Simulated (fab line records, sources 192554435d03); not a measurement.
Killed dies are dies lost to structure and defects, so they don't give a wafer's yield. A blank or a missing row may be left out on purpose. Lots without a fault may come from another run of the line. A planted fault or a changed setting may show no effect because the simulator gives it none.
A struck lot beside a sound one | flow n5_finfet | 26 steps out of a route of 1938
Sound: wafers L330.1, L330.2, L330.6. Struck: wafer L321.6. (L321.4, L321.5 of the same lot were not struck and are left out.) The cause comes at the end.
At each step with rows: each side's tool, then ch and its chambers, then its first start. Under that, the readings that differ: sound wafers | struck wafers | difference of the means | sigmas: that difference in standard deviations of wafers without a fault.
alike: readings whose means differ by less than 2 such deviations, and words and numbers that are the same on both sides. not compared: withheld readings, readings that some wafer has no value for, bounds like >300 that may hide the same value, and numbers for which the record gives no deviation and whose values overlap.
The two part at a step that has a row with sigmas, a row that says differs or no value, or rows on one side only. Numbers that don't overlap but have no deviation are shown without sigmas and don't part them. A reading that every wafer of one side lacks parts them only if that side has two wafers or more.

first, 9 steps without rows for these wafers: N5_BEOL_M15_EBR_06; N5_BEOL_M15_SOFTBAKE_05 (time 60 s); N5_BEOL_M15_EXPOSE_07 (exposes mask V14); N5_BEOL_M15_PEB_08 (peb time 90 s); N5_BEOL_M15_DEVELOP_09 (develop time 45 s); N5_BEOL_M15_HARDBAKE_14 (time 120 s); N5_BEOL_M15_DESCUM_15 (chemistry O2, time 7.9 s); N5_BEOL_M15_ETCH_59 (etches BARC in N2/H2, target depth 89 nm, overetch 26.7 nm, time 67.9 s); N5_BEOL_M15_VIA_ETCH_16 (etches SiO2 in C4F8/O2/Ar, target depth 1792.2 nm).
N5_BEOL_M15_STRIP_63: strips in O2.
  sound on rie_diel-01 ch 1,2,3, day 16 12:00; struck on rie_diel-04 ch 3, day 14 05:00
  reading               | sound          | struck | difference | sigmas
  oes_product_au (a.u.) | 0.86 0.81 0.79 | 0.68   | -0.14      | -2
  alike: drypump_motor_current_A, rf_vpp_V, showerhead_plenum_p_Torr, throttle_valve_pct
  not compared: rf_hours_counter_h
then, 13 steps without rows for these wafers: N5_BEOL_M15_STRIP_64 (strips in O2); N5_BEOL_M15_STRIP_65 (strips in post etch residue remover, time 60 s); N5_BEOL_M15_SRD_66 (time 30 s, dry time 30 s); N5_BEOL_M15_COAT_56 (time 60 s, resist thk 550 nm); N5_BEOL_M15_ETCH_57 (etches SOC in N2/H2, time 750 s); N5_BEOL_M15_COAT_60 (time 60 s, resist thk 89 nm); N5_BEOL_M15_COAT_22 (resist thk 800 nm); N5_BEOL_M15_EBR_24; N5_BEOL_M15_SOFTBAKE_23 (time 60 s); N5_BEOL_M15_EXPOSE_25 (exposes mask M15, target cd 400 nm); N5_BEOL_M15_PEB_26 (peb time 90 s); N5_BEOL_M15_DEVELOP_27 (develop time 45 s); N5_BEOL_M15_HARDBAKE_32 (time 120 s).
N5_BEOL_M15_INSPECT_30: inspects for defects (macro).
  sound on defect_inspect-01, day 16 13:51; struck on defect_inspect-01, day 14 07:03
  reading          | sound | struck | difference | sigmas
  raw_defect_count | 0 2 1 | 285    | +284       | +99 or more
then, 1 step without rows for these wafers: N5_BEOL_M15_DESCUM_33 (chemistry O2, time 7.9 s).
N5_PASSIVATION_PROBE_49:
  the record has rows for the struck wafers here (prober-02, day 15 07:55) and none for the sound ones

WHERE THEY PART
First at N5_BEOL_M15_STRIP_63; last, within this record, at N5_PASSIVATION_PROBE_49.

WHY: what the simulator had put in
Chamber particle source: rie_diel-04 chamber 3, from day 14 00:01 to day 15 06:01, at N5_BEOL_M15_STRIP_63. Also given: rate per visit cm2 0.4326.
